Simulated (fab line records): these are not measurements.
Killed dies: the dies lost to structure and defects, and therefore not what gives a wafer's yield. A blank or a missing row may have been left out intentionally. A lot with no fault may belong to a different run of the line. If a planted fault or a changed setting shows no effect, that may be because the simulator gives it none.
3 desks looking at one fault / flow n5Finfet / every desk sees just its own numbers, and what lay behind them comes last

== THE DEFECT DESK ==
Per lot, the means of the sampled wafers with a number show what the inspections along the route counted. A lot is out of limits, marked OUT, if its mean lies more than 4 standard deviations from the usual mean; the brackets give that distance.
Columns: A = rawDefectCount at N5_BEOL_M12_INSPECT_30, usual 1.9
lot=L540; first seen here=day 10 16:47; A=1.3
lot=L541; first seen here=day 11 03:03; A=1.0
lot=L544; first seen here=day 11 07:47; A=2.5
lot=L546; first seen here=day 11 23:58; A=0.5
lot=L557; first seen here=day 14 18:25; A=1.7
lot=L562; first seen here=day 15 23:31; A=2.0
Result from this desk: across the 6 lots, nothing is out of limits.

== FOR THE TOOL OWNER'S DESK: rieDiel-02 ==
The tool's own readings at N5_BEOL_M12_ETCH_38 (etches SiCN in CF4/N2, target depth 68.7 nm, time 73.4 s): means of the sampled wafers that have a number, for each lot that ran on this tool. A lot is out of limits, marked OUT, if its mean lies more than 4 standard deviations from the usual mean; the brackets give that distance.
Columns: A = drypumpMotorCurrentA at N5_BEOL_M12_ETCH_38, usual 5.7 A; B = oesProductAu at N5_BEOL_M12_ETCH_38, usual 0.80 a.u.; C = rfVppV at N5_BEOL_M12_ETCH_38, usual 382.6 V; D = showerheadPlenumPTorr at N5_BEOL_M12_ETCH_38, usual 2.22 Torr; E = throttleValvePct at N5_BEOL_M12_ETCH_38, usual 15.45 %
lot=L541; first seen here=day 11 04:14; A=5.5; B=0.80; C=382.5; D=2.22; E=15.52
lot=L544; first seen here=day 11 09:56; A=5.4; B=0.74; C=381.9; D=2.17; E=15.62
lot=L546; first seen here=day 12 01:09; A=5.6; B=0.82; C=382.6; D=2.24; E=15.40
Result from this desk: across the 3 lots, nothing is out of limits.

== THE METROLOGY DESK ==
Lot by lot, what the gauges showed, no matter which tool ran the lot: averages of those sampled wafers that carry a number. A lot is out of limits, marked OUT, if its mean lies more than 4 standard deviations from the usual mean; the brackets give that distance.
Columns: A = cdNm at N5_BEOL_M12_CD_MEAS_28, usual 160.1 nm; B = M12_OVL at N5_BEOL_M12_OVL_MEAS_29, usual -1 nm; C = trenchDepthNm at N5_BEOL_M12_OCD_MEAS_35, usual 318 nm
lot=L540; first seen here=day 10 16:43; A=161.0; B=2; C=320
lot=L541; first seen here=day 11 02:59; A=161.1; B=-4; C=319
lot=L544; first seen here=day 11 07:43; A=159.2; B=0; C=315
lot=L546; first seen here=day 11 23:55; A=160.9; B=4; C=322
lot=L557; first seen here=day 14 18:21; A=159.8; B=4; C=315
lot=L562; first seen here=day 15 23:28; A=158.7; B=1; C=320
Result from this desk: across the 6 lots, nothing is out of limits.

== TAKEN TOGETHER ==
Nothing the defect desk looked at was out of limits.
The tool owner's desk saw nothing out of limits.
At the metrology desk, nothing out of limits was observed.

== WHAT THE SIMULATOR PUT IN ==
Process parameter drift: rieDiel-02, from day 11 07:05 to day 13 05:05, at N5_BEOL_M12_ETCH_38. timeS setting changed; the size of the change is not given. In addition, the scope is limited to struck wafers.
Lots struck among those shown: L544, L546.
